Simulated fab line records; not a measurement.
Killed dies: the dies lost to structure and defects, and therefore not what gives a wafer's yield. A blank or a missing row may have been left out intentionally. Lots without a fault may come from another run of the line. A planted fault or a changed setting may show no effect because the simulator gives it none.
A lot that was struck, set against a sound lot    flow nandHarc    15 out of 1159 route steps
Sound: these wafers, L452.2, L452.4, L452.5. Struck: wafer L467.2 (L467.4, L467.5, from the same lot, were not struck and are left out); the cause is given at the end.
Each step with rows lists, per side, the tool, then ch with its chambers, then its first start. Under that, the readings that differ: sound wafers    struck wafers    difference of the means    sigmas: that difference in standard deviations of wafers without a fault.
alike: same words and numbers on both sides, and readings whose means sit less than 2 such deviations apart. not compared: any withheld reading, any reading some wafer has no value for, any bound like >300 that may hide the same value, and any number with overlapping values for which the record gives no deviation.
The two part at a step that has a row with sigmas, a row that says differs or no value, or rows on one side only. Numbers that don't overlap but have no deviation are shown without sigmas and don't part them. A reading that every wafer of one side lacks parts them only if that side has two wafers or more.

first, 6 steps without rows for these wafers: NHARC_P_STI_COAT_03 (resist thk 600 nm); NHARC_P_STI_SOFTBAKE_04 (time 70 s); NHARC_P_STI_EBR_05; NHARC_P_STI_EXPOSE_06 (exposes mask P STI, target cd 200 nm); NHARC_P_STI_PEB_07 (peb time 80 s); NHARC_P_STI_DEVELOP_08 (time 50 s).
NHARC_P_STI_CD_MEAS_09: target cd 200 nm.
  sound on cdSem-02 ch 0, day 2 07:23; struck on cdSem-02 ch 0, day 6 11:10
reading    sound        struck  difference  sigmas
cdNm (nm)  194 195 195  203     +8          +2
NHARC_P_STI_OVL_MEAS_10:
  struck on overlay-02, day 6 11:15; sound on overlay-01, day 2 07:29
reading          sound        struck  difference  sigmas
overlayYNm (nm)  -12 -13 -12  5       +17         +3
  alike: overlayXNm
NHARC_P_STI_INSPECT_11:
  struck on defectInspect-02, day 6 11:17; sound on defectInspect-02, day 2 07:31
  alike: rawDefectCount
then, 1 step without rows for these wafers: NHARC_P_STI_HARDBAKE_13 (time 65 s).
NHARC_P_STI_DESCUM_14: chemistry O2, time 3 s.
  sound on rieDiel-06 ch 1,2,3, day 2 07:39; struck on rieDiel-12 ch 3, day 6 11:25
  alike: drypumpMotorCurrentA, oesProductAu, rfVppV, showerheadPlenumPTorr, throttleValvePct
  not compared: rfHoursCounterH
NHARC_P_STI_ETCH_42: etches the open film in N2/H2, target depth 80 nm, overetch 24 nm, time 61 s.
  sound on rieDiel-06 ch 1,3, day 2 07:44; struck on rieDiel-12 ch 1, day 6 11:31
  alike: drypumpMotorCurrentA, oesProductAu, rfVppV, runLengthS, showerheadPlenumPTorr, throttleValvePct
  not compared: rfHoursCounterH
NHARC_P_STI_ETCH_31: etches the open film in CF4/CHF3, target depth 108.9 nm, time 54.5 s.
  sound on rieDiel-06 ch 0,2, day 2 07:49; struck on rieDiel-12 ch 1, day 6 11:35
reading                   sound           struck  difference  sigmas
drypumpMotorCurrentA (A)  5.4 5.0 5.0     6.1     +1.0        +2
runLengthS (s)            75.0 76.8 76.0  66.7    -9.2        -20
  alike: oesProductAu, rfVppV, showerheadPlenumPTorr, throttleValvePct
  not compared: rfHoursCounterH
NHARC_P_STI_ETCH_15: etches the open film in HBr/Cl2, target depth 300 nm, time 100.1 s.
  sound on rieSi-01 ch 0,1, day 2 07:56; struck on rieSi-02 ch 2, day 6 11:43
  alike: drypumpMotorCurrentA, oesProductAu, throttleValvePct
  not compared: rfHoursCounterH
-- the record jumps here: 18 days lie between the struck wafers' starts before and after (it left off in module P_STI and takes up again in module END, whose first step shown is number 1159 of the route) --
NHARC_END_SORT_01:
  the record has rows for the struck wafers here (prober-02 ch 0, day 24 00:41) and none for the sound ones

== WHERE THEY PART ==
Earliest at NHARC_P_STI_CD_MEAS_09; latest, in this record, at NHARC_END_SORT_01.

WHY: what had been put in by the simulator
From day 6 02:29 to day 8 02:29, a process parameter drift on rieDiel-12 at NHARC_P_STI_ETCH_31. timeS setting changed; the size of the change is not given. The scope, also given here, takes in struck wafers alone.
